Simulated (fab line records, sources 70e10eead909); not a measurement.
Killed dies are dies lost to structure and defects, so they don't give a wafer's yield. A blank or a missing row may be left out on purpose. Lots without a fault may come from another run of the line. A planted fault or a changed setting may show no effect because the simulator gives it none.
Which tool did it? | flow nand_harc | 12 lots, 36 wafers sampled, at 5 steps of a route of 1159

WHAT THE GAUGES READ, wafer by wafer
NHARC_A_CONTACT_OVL_MEAS_43.
lot  | measured     | on         | overlay_x_nm (nm) | overlay_y_nm (nm)
L296 | day 16 13:52 | overlay-02 | 0.9 0.9 0.9       | 0.0 0.2 0.4
L298 | day 17 11:05 | overlay-01 | -0.5 -0.8 -0.6    | 0.0 0.0 0.0
L300 | day 17 16:46 | overlay-02 | -0.8 -1.2 -1.0    | 1.7 1.2 2.0
L299 | day 17 22:00 | overlay-02 | 0.3 0.0 -0.2      | 0.9 1.8 1.7
L301 | day 18 05:53 | overlay-02 | -1.6 -1.1 -1.0    | -1.0 -1.4 -0.9
L307 | day 19 05:21 | overlay-01 | 0.2 0.1 0.0       | -0.6 -0.3 0.1
L305 | day 19 06:03 | overlay-02 | -0.2 -0.3 -0.2    | 1.6 1.7 1.9
L311 | day 19 23:12 | overlay-02 | 0.4 -0.3 0.2      | -0.6 -0.9 -1.3
L310 | day 19 23:33 | overlay-02 | 0.2 0.5 0.9       | 0.3 0.1 0.3
L312 | day 20 12:28 | overlay-02 | 0.5 0.6 1.2       | 0.3 0.4 1.1
L314 | day 21 00:35 | overlay-02 | 0.5 0.4 0.2       | -1.0 -0.8 -0.5
L316 | day 21 11:55 | overlay-01 | 0.6 0.3 0.4       | 0.4 0.4 0.0

NHARC_END_SORT_01.
lot  | measured     | on        | killed_at_array | killed_at_other | killed_at_periphery | killed_dies | killed_open | killed_short
L296 | day 19 14:07 | prober-02 | 27 18 16        | 0 1 1           | 4 8 6               | 31 27 23    | 4 3 5       | 5 4 1
L300 | day 20 20:11 | prober-02 | 24 22 25        | 0 0 0           | 4 4 5               | 28 26 30    | 1 3 1       | 0 0 1
L301 | day 21 04:43 | prober-02 | 44 49 42        | 2 2 1           | 2 4 8               | 48 55 51    | 6 4 7       | 2 3 1
L307 | day 22 05:43 | prober-01 | 673 675 675     | 0 0 0           | 4 2 2               | 677 677 677 | 6 4 4       | 1 2 3
L305 | day 22 05:38 | prober-02 | 668 674 673     | 2 0 0           | 7 3 4               | 677 677 677 | 2 2 5       | 3 2 0
L311 | day 23 14:16 | prober-01 | 33 25 35        | 0 0 0           | 2 0 1               | 35 25 36    | 3 1 3       | 2 1 0
L310 | day 23 03:16 | prober-01 | 28 25 34        | 0 1 0           | 3 3 2               | 31 29 36    | 0 0 3       | 1 0 2
L312 | day 23 15:02 | prober-02 | 17 10 14        | 2 1 0           | 2 2 1               | 21 13 15    | 5 5 1       | 1 1 2

WHICH TOOL RAN EACH LOT (tool, then ch and the chambers of the sampled wafers, then the start)
lot  | NHARC_A_CONTACT_ETCH_50                       | NHARC_A_CONTACT_ETCH_117             | NHARC_A_CONTACT_ETCH_119
L296 | rie_diel-08 ch 0,1,2, day 16 16:15 or earlier | har_cap_etch-03 ch 0,1, day 16 16:15 | har_cap_etch-03 ch 0,1, day 16 16:26
L298 | rie_diel-08 ch 2,3, day 17 13:13 or earlier   | har_cap_etch-03 ch 0,1, day 17 13:13 | har_cap_etch-03 ch 0,1, day 17 13:24
L300 | rie_diel-08 ch 0,1,3, day 17 18:47 or earlier | har_cap_etch-02 ch 0,1, day 17 18:47 | har_cap_etch-02 ch 0,1, day 17 18:58
L299 | rie_diel-08 ch 0,2, day 18 00:05 or earlier   | har_cap_etch-03 ch 0,1, day 18 00:05 | har_cap_etch-03 ch 0,1, day 18 00:16
L301 | rie_diel-11 ch 0,3, day 18 08:03 or earlier   | har_cap_etch-02 ch 0,1, day 18 08:03 | har_cap_etch-02 ch 0,1, day 18 08:14
L307 | rie_diel-08 ch 0,2, day 19 08:15 or earlier   | har_cap_etch-03 ch 0, day 19 08:15   | har_cap_etch-03 ch 0, day 19 08:26
L305 | rie_diel-11 ch 0,2,3, day 19 08:16 or earlier | har_cap_etch-01 ch 0,1, day 19 08:16 | har_cap_etch-01 ch 0,1, day 19 08:27
L311 | rie_diel-11 ch 0,3, day 20 01:26 or earlier   | har_cap_etch-01 ch 0,1, day 20 01:26 | har_cap_etch-01 ch 0,1, day 20 01:37
L310 | rie_diel-08 ch 0,2,3, day 20 01:34 or earlier | har_cap_etch-03 ch 0,1, day 20 01:34 | har_cap_etch-03 ch 0,1, day 20 01:44
L312 | rie_diel-08 ch 1,2,3, day 20 14:31 or earlier | har_cap_etch-03 ch 0,1, day 20 14:31 | har_cap_etch-03 ch 0,1, day 20 14:43
L314 | rie_diel-01 ch 0,1, day 21 03:07 or earlier   | har_cap_etch-03 ch 0,1, day 21 03:07 | har_cap_etch-03 ch 0,1, day 21 03:18
L316 | rie_diel-08 ch 0,1,3, day 21 14:01 or earlier | har_cap_etch-01 ch 0,1, day 21 14:01 | har_cap_etch-01 ch 0,1, day 21 14:11
- NHARC_A_CONTACT_ETCH_50: etches the open film in CF4/CHF3, target depth 84.7 nm, time 42.4 s.
- NHARC_A_CONTACT_ETCH_117: etches the open film in C4F8/O2/Ar, time 94 s, target depth 922 nm.
- NHARC_A_CONTACT_ETCH_119: etches the open film in C4F8/O2/Ar, time 94 s, target depth 922 nm.

WHAT THE TOOLS THEMSELVES READ (means of the sampled wafers that have a number; where no wafer has one, the mark that the record gives instead)
NHARC_A_CONTACT_ETCH_50.
lot  | tool        | bias_w (W) | cf4_flow_sccm (sccm) | drypump_motor_current_A (A) | oes_product_au (a.u.) | rf_vpp_V (V) | showerhead_plenum_p_Torr (Torr) | throttle_valve_pct (%)
L296 | rie_diel-08 | 199.7      | 100.3                | 5.61                        | 0.940                 | 370.0        | 1.55                            | 16.810
L298 | rie_diel-08 | 200.6      | 100.2                | 5.58                        | 0.966                 | 367.6        | 1.50                            | 16.804
L300 | rie_diel-08 | 200.0      | 99.9                 | 5.80                        | 0.958                 | 370.2        | 1.57                            | 16.805
L299 | rie_diel-08 | 199.8      | 100.4                | 5.45                        | 0.947                 | 368.0        | 1.50                            | 16.805
L301 | rie_diel-11 | 200.2      | 100.0                | 5.57                        | 0.966                 | 373.1        | 1.63                            | 16.801
L307 | rie_diel-08 | 200.4      | 99.8                 | 5.51                        | 0.934                 | 368.7        | 1.52                            | 16.808
L305 | rie_diel-11 | 200.1      | 99.7                 | 5.60                        | 0.955                 | 371.4        | 1.59                            | 16.805
L311 | rie_diel-11 | 200.2      | 100.1                | 5.66                        | 0.921                 | 372.0        | 1.63                            | 16.801
L310 | rie_diel-08 | 199.8      | 99.9                 | 5.62                        | 0.959                 | 369.1        | 1.51                            | 16.809
L312 | rie_diel-08 | 200.4      | 100.1                | 5.74                        | 0.963                 | 369.7        | 1.54                            | 16.804
L314 | rie_diel-01 | 199.5      | 99.9                 | 5.52                        | 0.923                 | 369.5        | 1.54                            | 16.807
L316 | rie_diel-08 | 199.9      | 99.8                 | 5.82                        | 0.952                 | 369.9        | 1.57                            | 16.805

NHARC_A_CONTACT_ETCH_117.
lot  | tool            | chamber_pressure_mTorr (mTorr) | oes_air_line_au (a.u.)
L296 | har_cap_etch-03 | 19.983                         | 1.005
L298 | har_cap_etch-03 | 19.996                         | 0.998
L300 | har_cap_etch-02 | 20.001                         | 0.995
L299 | har_cap_etch-03 | 19.998                         | 1.020
L301 | har_cap_etch-02 | 19.999                         | 1.006
L307 | har_cap_etch-03 | -                              | -
L305 | har_cap_etch-01 | -                              | -
L311 | har_cap_etch-01 | 20.001                         | 1.028
L310 | har_cap_etch-03 | 20.003                         | 0.985
L312 | har_cap_etch-03 | 20.007                         | 1.003
L314 | har_cap_etch-03 | 20.018                         | 1.005
L316 | har_cap_etch-01 | 20.008                         | 0.995

NHARC_A_CONTACT_ETCH_119.
lot  | tool            | chamber_pressure_mTorr (mTorr) | oes_air_line_au (a.u.)
L296 | har_cap_etch-03 | 19.985                         | 1.005
L298 | har_cap_etch-03 | 20.008                         | 0.999
L300 | har_cap_etch-02 | 19.988                         | 0.982
L299 | har_cap_etch-03 | 20.006                         | 0.988
L301 | har_cap_etch-02 | 19.997                         | 1.004
L307 | har_cap_etch-03 | 19.997                         | 1.014
L305 | har_cap_etch-01 | 19.984                         | 0.991
L311 | har_cap_etch-01 | 20.008                         | 1.003
L310 | har_cap_etch-03 | 20.017                         | 0.992
L312 | har_cap_etch-03 | 19.979                         | 1.020
L314 | har_cap_etch-03 | 19.985                         | 0.996
L316 | har_cap_etch-01 | 19.989                         | 1.011

THE ANSWER, worked out from the rows above alone
Rule: what is usual is taken from the lots themselves. Put in order of their means at a reading, lots are off if they are a third of the lots or fewer, leave a main group of 4 or more, and stand apart from it by a gap of 3 or more times the standard deviation of the main group's means; of several such gaps the widest counts. A main group whose means are all the same, to the digits that the tables above print for the reading, isn't used. A lot without any number at a reading at which 4 lots or more have one is off too. The other lots that the step has rows for count as sound. The gauges are gone through in route order, then the tools' own readings, and for those a lot's mean is taken as printed above. The first step at which some lot is off is used, and at that step the reading that is off furthest; a lot without a number counts as furthest.
Off: L307, L305, at NHARC_END_SORT_01 (killed_at_array). The main group: mean 27, standard deviation 9.8. Neither off nor sound, because the step has no rows for them: L298, L299, L314, L316.
A tool fits if, at a process step before that reading, it ran every lot that is off, and no sound lot after the first of them. The gauges at NHARC_END_SORT_01 aren't tried: what is off there is off at NHARC_A_CONTACT_ETCH_117 too, on other tools, and a gauge's error can't cause that. NHARC_A_CONTACT_ETCH_50 gives no start for some lots, so the hours and the order of its lots are those of NHARC_A_CONTACT_ETCH_117. None of those tried fits.

WHAT THE SIMULATOR HAD PUT IN
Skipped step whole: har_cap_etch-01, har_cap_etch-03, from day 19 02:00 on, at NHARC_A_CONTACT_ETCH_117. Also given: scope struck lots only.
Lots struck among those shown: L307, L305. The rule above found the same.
